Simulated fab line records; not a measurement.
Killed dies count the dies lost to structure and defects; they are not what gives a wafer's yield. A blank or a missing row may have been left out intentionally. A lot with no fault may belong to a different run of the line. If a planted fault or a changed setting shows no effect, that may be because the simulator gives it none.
Split-lot study ; flow n5Finfet ; 7 lots, 21 wafers read, on a route of 1938 steps

## ON THE SPLIT
At N5_BEOL_M0_SAQP_EXPOSE_37 (exposes mask M0 CUT1, target cd 30 nm), the setting doseMj was moved away from the recipe's 44.75 on 6 of the 21 wafers read, by -6.1% to +3.6%. This setting was run at the recipe's value on the other wafers.

## FROM THE SPLIT TO THE READING: what the file shows between them, 2 steps
- N5_BEOL_M0_SAQP_PEB_38: peb time 60 s
- N5_BEOL_M0_SAQP_DEVELOP_39: develop time 30 s

## THE READING
Shown in nm: cdNm at N5_BEOL_M0_SAQP_CD_MEAS_40, with target cd 30 nm. On this fab line, fault-free wafers typically give 30.09 nm with a standard deviation of 0.26 nm.

wafer;tool, chamber at the split;doseMj as run;against the recipe;cdNm, nm;against lot-mates on the recipe
L078.1;euvScanner-02, 0;46;+2.8%;30.47;+0.94
L078.2;euvScanner-02, 0;44.75;recipe;29.53;-
L078.4;euvScanner-02, 0;46;+2.8%;30.93;+1.40
L082.1;euvScanner-01, 0;46.37;+3.6%;30.77;+0.77
L082.2;euvScanner-01, 0;44.75;recipe;30.00;-
L082.5;euvScanner-01, 0;46.37;+3.6%;30.47;+0.47
L084.2;euvScanner-02, 0;44.75;recipe;30.30;-
L084.3;euvScanner-02, 0;44.75;recipe;30.41;-
L084.6;euvScanner-02, 0;42.01;-6.1%;29.02;-1.34
L089.2;euvScanner-02, 0;44.75;recipe;30.57;-
L089.4;euvScanner-02, 0;44.75;recipe;30.41;-
L089.6;euvScanner-02, 0;44.75;recipe;30.37;-
L091.3;euvScanner-02, 0;42.64;-4.7%;29.07;-1.11
L091.5;euvScanner-02, 0;44.75;recipe;30.15;-
L091.6;euvScanner-02, 0;44.75;recipe;30.21;-
L094.1;euvScanner-02, 0;44.75;recipe;30.55;-
L094.4;euvScanner-02, 0;44.75;recipe;30.12;-
L094.5;euvScanner-02, 0;44.75;recipe;29.96;-
L095.3;euvScanner-02, 0;44.75;recipe;30.15;-
L095.4;euvScanner-02, 0;44.75;recipe;29.75;-
L095.5;euvScanner-02, 0;44.75;recipe;29.48;-

THE FIT
A straight line over all 21 wafers: cdNm changes by +0.183 nm for each +1% of doseMj; r = +0.80; the points scatter about the line by 0.31 nm.
The same after taking each lot's own level away (the mean of its wafers on the recipe; 21 wafers): +0.24 nm for each +1%; r = +0.91; scatter 0.25 nm.
Per that fit: largest doseMj move, reading shift of 1.5 nm.
Across the lots, their own levels run from 29.530 to 30.450 nm, a range of 3.5 times the standard deviation given above.
In other words, the slope is changed by the lot-to-lot level; the two fits disagree.
Check: -1.52 nm against its lot-mates is what the line predicts for one of the wafers moved furthest among these (-6.1%) when that wafer is left out of the fit. Against them it came out at -1.34 nm.

## THE WHOLE CHAIN: every reading that the file lists as answering this split, in the file's order
step;what it does;reading;change (the file's fit);r (the file's)
N5_BEOL_M0_SAQP_CD_MEAS_40;target cd 30 nm;cdNm;+0.235 nm for each +1% of the setting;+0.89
N5_BEOL_M0_SAQP_DESCUM_45;chemistry O2, time 7 s;BEOL_M0_SAQP.cdNm (the simulator's own value, which no gauge read);+0.219 nm for each +1% of the setting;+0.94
N5_BEOL_M0_SAQP_ETCH_88;etches underlayer in N2/H2, target depth 6.5 nm, time 5.2 s;BEOL_M0_SAQP.cdNm (the simulator's own value, which no gauge read);+0.198 nm for each +1% of the setting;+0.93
N5_BEOL_M0_SAQP_ETCH_49;etches SiO2 in CF4/O2, target depth 37 nm;BEOL_M0_SAQP.cdNm (the simulator's own value, which no gauge read);+0.25 nm for each +1% of the setting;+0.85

## THE FILE'S OWN FIT
cdNm changes by +0.235 nm for each +1% of doseMj, r = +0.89.
